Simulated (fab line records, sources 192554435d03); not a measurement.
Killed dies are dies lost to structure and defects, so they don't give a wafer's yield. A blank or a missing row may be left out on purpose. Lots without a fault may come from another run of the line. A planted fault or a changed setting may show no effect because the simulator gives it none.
Which tool did it? | flow n5_finfet | 11 lots, 33 wafers sampled, at 6 steps of a route of 1938

WHAT THE GAUGES READ, wafer by wafer
N5_BEOL_M12_CD_MEAS_10: target cd 140 nm.
lot  | measured     | on        | cd_nm (nm)
L077 | day 10 19:11 | cd_sem-02 | 138.8 138.0 138.3
L076 | day 10 23:04 | cd_sem-01 | 141.7 138.3 140.7
L081 | day 12 07:05 | cd_sem-01 | 142.0 142.2 144.1
L082 | day 12 12:05 | cd_sem-02 | 143.8 143.5 142.0
L085 | day 13 03:15 | cd_sem-01 | 140.8 137.6 139.9
L087 | day 13 19:34 | cd_sem-01 | 138.8 138.1 138.5
L090 | day 14 05:04 | cd_sem-03 | 139.5 140.9 139.9
L089 | day 14 12:56 | cd_sem-02 | 139.6 140.4 141.0
L093 | day 15 14:06 | cd_sem-02 | 143.9 143.8 142.8
L094 | day 15 16:10 | cd_sem-01 | 139.3 140.9 139.6
L097 | day 16 05:13 | cd_sem-02 | 141.1 140.0 140.4

WHICH TOOL RAN EACH LOT (tool, then ch and the chambers of the sampled wafers, then the start)
lot  | N5_BEOL_M10_ETCH_66                | N5_BEOL_M10_TRENCH_ETCH_37                    | N5_BEOL_M10_ALD_74                  | N5_BEOL_M11_DESCUM_33              | N5_BEOL_M11_CURE_72
L077 | rie_diel-02 ch 0,3, day 10 08:09   | rie_diel-02 ch 0,3, day 10 09:26 or earlier   | ald_metal-04 ch 1,2, day 10 09:26   | rie_diel-01 ch 0,2,3, day 10 14:54 | uv_cure-02 ch 0, day 10 15:35
L076 | rie_diel-06 ch 0,1,3, day 10 13:29 | rie_diel-06 ch 0,1,3, day 10 14:34 or earlier | ald_metal-03 ch 1,2, day 10 14:34   | rie_diel-01 ch 0,2,3, day 10 19:46 | uv_cure-02 ch 2, day 10 20:30
L081 | rie_diel-02 ch 1,2, day 11 17:44   | rie_diel-02 ch 1,2, day 11 18:56 or earlier   | ald_metal-04 ch 2,3, day 11 18:56   | rie_diel-01 ch 0,2,3, day 12 03:53 | uv_cure-01 ch 2, day 12 04:35
L082 | rie_diel-06 ch 0,2,3, day 11 22:23 | rie_diel-06 ch 0,2,3, day 11 23:52 or earlier | ald_metal-04 ch 1,3, day 11 23:52   | rie_diel-03 ch 1,2,3, day 12 07:52 | uv_cure-02 ch 0, day 12 08:49
L085 | rie_diel-06 ch 0,1, day 12 16:32   | rie_diel-06 ch 0,1, day 12 17:53 or earlier   | ald_metal-02 ch 0,1,2, day 12 17:53 | rie_diel-05 ch 0,3, day 12 23:19   | uv_cure-03 ch 0, day 13 00:08
L087 | rie_diel-04 ch 1,2,3, day 13 04:58 | rie_diel-04 ch 1,2,3, day 13 08:04 or earlier | ald_metal-02 ch 0,1, day 13 08:04   | rie_diel-05 ch 0,3, day 13 14:41   | uv_cure-02 ch 0, day 13 15:26
L090 | rie_diel-02 ch 0,1,2, day 13 17:05 | rie_diel-02 ch 0,1,2, day 13 18:14 or earlier | ald_metal-03 ch 1,2, day 13 18:14   | rie_diel-01 ch 0,2, day 14 00:12   | uv_cure-01 ch 1, day 14 00:53
L089 | rie_diel-04 ch 1,2,3, day 14 00:27 | rie_diel-04 ch 1,2,3, day 14 01:28 or earlier | ald_metal-04 ch 1,2,3, day 14 01:28 | rie_diel-03 ch 1,2, day 14 07:49   | uv_cure-03 ch 0, day 14 08:33
L093 | rie_diel-04 ch 1,3, day 14 22:39   | rie_diel-04 ch 1,3, day 15 00:44 or earlier   | ald_metal-03 ch 0,1, day 15 00:44   | rie_diel-01 ch 2,3, day 15 09:49   | uv_cure-02 ch 1, day 15 10:31
L094 | rie_diel-02 ch 1,2,3, day 15 01:49 | rie_diel-02 ch 1,2,3, day 15 03:41 or earlier | ald_metal-03 ch 1,2,3, day 15 03:41 | rie_diel-05 ch 0,1,3, day 15 11:14 | uv_cure-03 ch 0, day 15 11:58
L097 | rie_diel-06 ch 2,3, day 15 18:59   | rie_diel-06 ch 2,3, day 15 20:35 or earlier   | ald_metal-03 ch 0,2,3, day 15 20:35 | rie_diel-03 ch 2,3, day 16 01:35   | uv_cure-01 ch 1, day 16 02:29
- N5_BEOL_M10_ETCH_66: etches SOC in N2/H2, target depth 120 nm, overetch 24 nm, time 180 s.
- N5_BEOL_M10_TRENCH_ETCH_37: etches SiCOH lowk in C4F6/O2, target depth 148.83 nm, time 48 s.
- N5_BEOL_M10_ALD_74: deposits TaN, target thk 2 nm, pulse time 2 s, purge time 3 s.
- N5_BEOL_M11_DESCUM_33: chemistry O2, time 7.9 s.
- N5_BEOL_M11_CURE_72: cures SiCOH lowk, time 120 s.

THE ANSWER, worked out from the rows above alone
Rule: what is usual is taken from the lots themselves. Put in order of their means at a reading, lots are off if they are a third of the lots or fewer, leave a main group of 4 or more, and stand apart from it by a gap of 3 or more times the standard deviation of the main group's means; of several such gaps the widest counts. A main group whose means are all the same, to the digits that the tables above print for the reading, isn't used. A lot without any number at a reading at which 4 lots or more have one is off too. The other lots that the step has rows for count as sound.
No lot is off at any reading shown: from this, nothing can be told.

WHAT THE SIMULATOR HAD PUT IN
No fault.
